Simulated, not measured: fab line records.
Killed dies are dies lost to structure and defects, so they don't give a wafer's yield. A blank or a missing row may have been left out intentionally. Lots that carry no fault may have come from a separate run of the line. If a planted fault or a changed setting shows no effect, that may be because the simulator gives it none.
A sampling plan put to the test    flow nand harc    each of the 22 faults these records tell of, on one fab line, judged from the records of the lots it struck
What counts as the plan is the set of the line's own looks, namely the steps on the route at which a gauge or an inspection reads a wafer and does not change it. A look is open to judgement when struck wafers have a number at it and the file gives its usual mean and standard deviation on fault-free wafers. Caught: a look later than the fault's first step finds the struck wafers' mean 4 or more of those standard deviations (sigma) from the usual mean. On the tool: the same test on the tool's own readings at the fault's steps. Another recipe on the struck wafers, or a record that is blank for them alone, also counts as caught.

THE FAULTS, as the simulator had put them in
1. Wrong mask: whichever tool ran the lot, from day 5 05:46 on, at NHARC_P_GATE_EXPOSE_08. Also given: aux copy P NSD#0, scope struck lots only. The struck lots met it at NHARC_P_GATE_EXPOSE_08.
2. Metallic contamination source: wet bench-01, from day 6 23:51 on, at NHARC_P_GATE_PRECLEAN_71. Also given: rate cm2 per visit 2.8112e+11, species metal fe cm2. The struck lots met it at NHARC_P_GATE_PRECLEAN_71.
3. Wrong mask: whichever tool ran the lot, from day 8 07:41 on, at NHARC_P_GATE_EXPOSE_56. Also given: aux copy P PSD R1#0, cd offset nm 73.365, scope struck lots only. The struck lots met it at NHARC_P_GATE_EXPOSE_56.
4. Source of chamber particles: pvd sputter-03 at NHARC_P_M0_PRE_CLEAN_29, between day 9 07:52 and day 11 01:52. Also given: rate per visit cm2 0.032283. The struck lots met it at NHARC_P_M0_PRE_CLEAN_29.
5. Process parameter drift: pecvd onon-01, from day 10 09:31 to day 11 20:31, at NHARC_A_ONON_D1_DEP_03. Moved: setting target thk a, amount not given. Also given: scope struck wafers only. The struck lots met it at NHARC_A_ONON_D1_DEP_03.
6. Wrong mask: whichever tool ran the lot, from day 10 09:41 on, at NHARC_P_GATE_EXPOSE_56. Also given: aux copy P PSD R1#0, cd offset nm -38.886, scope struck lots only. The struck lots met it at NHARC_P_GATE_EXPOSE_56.
7. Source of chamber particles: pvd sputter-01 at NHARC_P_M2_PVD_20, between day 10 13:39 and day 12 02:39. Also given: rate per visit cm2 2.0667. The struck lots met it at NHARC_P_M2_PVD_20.
8. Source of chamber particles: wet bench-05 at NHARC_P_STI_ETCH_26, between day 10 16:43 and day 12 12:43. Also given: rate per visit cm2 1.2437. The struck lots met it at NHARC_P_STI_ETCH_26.
9. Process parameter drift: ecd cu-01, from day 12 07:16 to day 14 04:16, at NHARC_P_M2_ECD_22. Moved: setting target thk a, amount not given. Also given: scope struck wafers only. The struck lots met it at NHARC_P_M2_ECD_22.
10. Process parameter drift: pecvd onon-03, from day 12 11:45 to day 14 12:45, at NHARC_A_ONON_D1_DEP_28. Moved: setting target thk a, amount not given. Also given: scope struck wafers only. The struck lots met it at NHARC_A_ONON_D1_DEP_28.
11. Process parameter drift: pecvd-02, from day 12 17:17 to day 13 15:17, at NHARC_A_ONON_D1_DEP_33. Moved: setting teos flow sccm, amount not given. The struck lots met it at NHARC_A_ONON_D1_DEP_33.
12. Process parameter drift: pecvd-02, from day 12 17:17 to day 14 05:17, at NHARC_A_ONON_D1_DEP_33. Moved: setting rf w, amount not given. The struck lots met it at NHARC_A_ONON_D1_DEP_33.
13. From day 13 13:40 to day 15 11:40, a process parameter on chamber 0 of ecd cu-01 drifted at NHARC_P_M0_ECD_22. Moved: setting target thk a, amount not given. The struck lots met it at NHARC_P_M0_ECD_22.
14. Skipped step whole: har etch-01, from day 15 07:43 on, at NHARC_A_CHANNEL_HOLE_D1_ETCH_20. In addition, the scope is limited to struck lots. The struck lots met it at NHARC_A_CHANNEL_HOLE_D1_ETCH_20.
15. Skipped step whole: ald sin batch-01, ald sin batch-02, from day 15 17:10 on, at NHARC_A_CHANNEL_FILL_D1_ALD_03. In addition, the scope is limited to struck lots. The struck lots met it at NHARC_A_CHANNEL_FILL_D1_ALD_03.
16. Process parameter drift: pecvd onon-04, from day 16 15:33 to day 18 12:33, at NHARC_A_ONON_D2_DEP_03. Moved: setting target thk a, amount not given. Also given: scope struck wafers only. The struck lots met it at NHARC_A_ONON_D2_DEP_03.
17. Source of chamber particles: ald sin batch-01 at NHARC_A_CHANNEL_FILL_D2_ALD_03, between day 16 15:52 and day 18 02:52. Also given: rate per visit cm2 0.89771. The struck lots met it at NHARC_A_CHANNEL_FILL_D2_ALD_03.
18. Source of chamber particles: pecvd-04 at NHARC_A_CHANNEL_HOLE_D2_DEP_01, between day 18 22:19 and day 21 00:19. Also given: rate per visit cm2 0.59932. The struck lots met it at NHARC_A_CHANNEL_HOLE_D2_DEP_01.
19. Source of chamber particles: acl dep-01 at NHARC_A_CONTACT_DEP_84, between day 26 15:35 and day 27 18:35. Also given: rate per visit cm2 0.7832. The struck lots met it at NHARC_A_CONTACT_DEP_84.
20. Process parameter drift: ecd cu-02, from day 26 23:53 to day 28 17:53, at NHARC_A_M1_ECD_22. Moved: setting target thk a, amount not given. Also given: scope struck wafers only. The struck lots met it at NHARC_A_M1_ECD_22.
21. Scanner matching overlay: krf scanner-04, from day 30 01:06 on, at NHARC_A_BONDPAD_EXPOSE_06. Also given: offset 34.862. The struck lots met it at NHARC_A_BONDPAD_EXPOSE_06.
22. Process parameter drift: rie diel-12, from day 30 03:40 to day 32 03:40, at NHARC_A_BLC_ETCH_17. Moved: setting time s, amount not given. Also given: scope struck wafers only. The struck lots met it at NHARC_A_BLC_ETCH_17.

WHAT THE PLAN SAW
fault  on the tool itself                                first look that catches it                       reading, sigma                                                          median hours from its first step to that look  hours from the fault's start to the first struck lot there  judged looks passed uncaught
1      under 2 sigma                                     no look after it can be judged                   -                                                                       -                                              -                                                           0
2      under 2 sigma                                     none of the 2 looks that can be judged after it  strongest: VT_DECK2_MEDIAN_NEAR_BOTTOM_INNER at NHARC_END_WLT_00, +3.3  -                                              -                                                           2
3      no reading that can be judged                     NHARC_P_GATE_CD_MEAS_59                          cd nm +65                                                               0.2                                            3                                                           0
4      under 2 sigma                                     NHARC_END_SORT_01                                killed at periphery +5.2                                                446.9                                          470                                                         0
5      no reading that can be judged                     NHARC_A_ONON_D1_THK_MEAS_05                      thk nm -70                                                              0.4                                            4                                                           0
6      no reading that can be judged                     NHARC_P_GATE_CD_MEAS_59                          cd nm -35                                                               0.2                                            4                                                           0
7      under 2 sigma                                     NHARC_END_SORT_01                                killed at periphery +24                                                 438.9                                          445                                                         1
8      no reading that can be judged                     NHARC_P_STI_INSPECT_11                           raw defect count +99 or beyond                                          16.2                                           31                                                          0
9      no reading that can be judged                     not the one look that can be judged after it     -                                                                       -                                              -                                                           1
10     under 2 sigma                                     NHARC_A_ONON_D1_THK_MEAS_30                      thk nm -14                                                              0.5                                            9                                                           0
11     under 2 sigma                                     NHARC_A_ONON_D1_THK_MEAS_34                      thk nm +4.3                                                             0.4                                            4                                                           0
12     rf fwd power W -38 sigma                          not the one look that can be judged after it     strongest: thk nm at NHARC_A_ONON_D1_THK_MEAS_34, -3.9                  -                                              -                                                           1
13     no reading that can be judged                     no look after it can be judged                   -                                                                       -                                              -                                                           0
14     the tool's record is blank for the struck wafers  NHARC_A_CHANNEL_HOLE_D1_CD_MEAS_30               cd nm -89                                                               5.4                                            12                                                          0
15     the tool's record is blank for the struck wafers  NHARC_END_WLT_00                                 VT_DECK2_BOTTOM_INNER +99 or beyond                                     378.1                                          381                                                         0
16     under 2 sigma                                     NHARC_A_ONON_D2_THK_MEAS_05                      thk nm -36                                                              0.5                                            11                                                          0
17     under 2 sigma                                     NHARC_END_SORT_01                                killed at array +4.9                                                    268.6                                          272                                                         1
18     under 2 sigma                                     NHARC_A_CHANNEL_HOLE_D2_INSPECT_12               raw defect count +16                                                    0.8                                            16                                                          0
19     under 2 sigma                                     NHARC_A_CONTACT_INSPECT_10                       raw defect count +14                                                    2.7                                            8                                                           1
20     no reading that can be judged                     no look after it can be judged                   -                                                                       -                                              -                                                           0
21     no reading that can be judged                     NHARC_A_BONDPAD_OVL_MEAS_35                      overlay x nm +6.6                                                       0.2                                            23                                                          0
22     run length s +99 or beyond sigma                  NHARC_A_BLC_CD_MEAS_19                           cd nm -4.1                                                              0.8                                            8                                                           0
A dash: the fault isn't caught, or these records don't give the number.

Caught at a look: 16 of 22. Caught on the tool: 4 of 22. By one or the other: 17 of 22.
Caught on the tool alone: fault 12.
Caught at a look alone: faults 3, 4, 5, 6, 7, 8, 10, 11, 16, 17, 18, 19, 21.
Caught by neither: faults 1, 2, 9, 13, 20.

THINNER SAMPLING
In the worst case, this is how late the first struck lot would be measured if the look that catches a fault measured only every second or every third lot, by lot number:
fault  struck lots at that look, in order of time  every lot  every second lot  every third lot
3      L713                                        3 h        may miss it       may miss it
4      L111, L108                                  470 h      470 h             may miss all 2
5      L515, L516                                  4 h        17 h              may miss all 2
6      L446                                        4 h        may miss it       may miss it
7      L172, L171, L173                            445 h      461 h             468 h
8      L436, L437                                  31 h       41 h              may miss all 2
10     L675, L677                                  9 h        may miss all 2    may miss all 2
11     L236, L238                                  4 h        may miss all 2    may miss all 2
14     L362, L363                                  12 h       20 h              may miss all 2
15     L314, L315, L316                            381 h      392 h             399 h
16     L106, L107, L109                            11 h       14 h              may miss all 3
17     L395, L396                                  272 h      294 h             may miss all 2
18     L842, L843                                  16 h       34 h              may miss all 2
19     L255, L258                                  8 h        27 h              may miss all 2
21     L246, L247, L250                            23 h       30 h              may miss all 3
22     L418, L417, L419                            8 h        16 h              36 h
The hour figures run from when the fault began to the first measured lot among those it struck. The test against the limit of 4 sigma pooled every struck wafer, which means one lot taken alone may stay below that limit. Other struck lots may not be in these records.

THE LONGEST TIMED WAY FROM STEP TO LOOK
Fault 4: a median of 446.9 hours passes between NHARC_P_M0_PRE_CLEAN_29 and NHARC_END_SORT_01. No look between them can be judged.
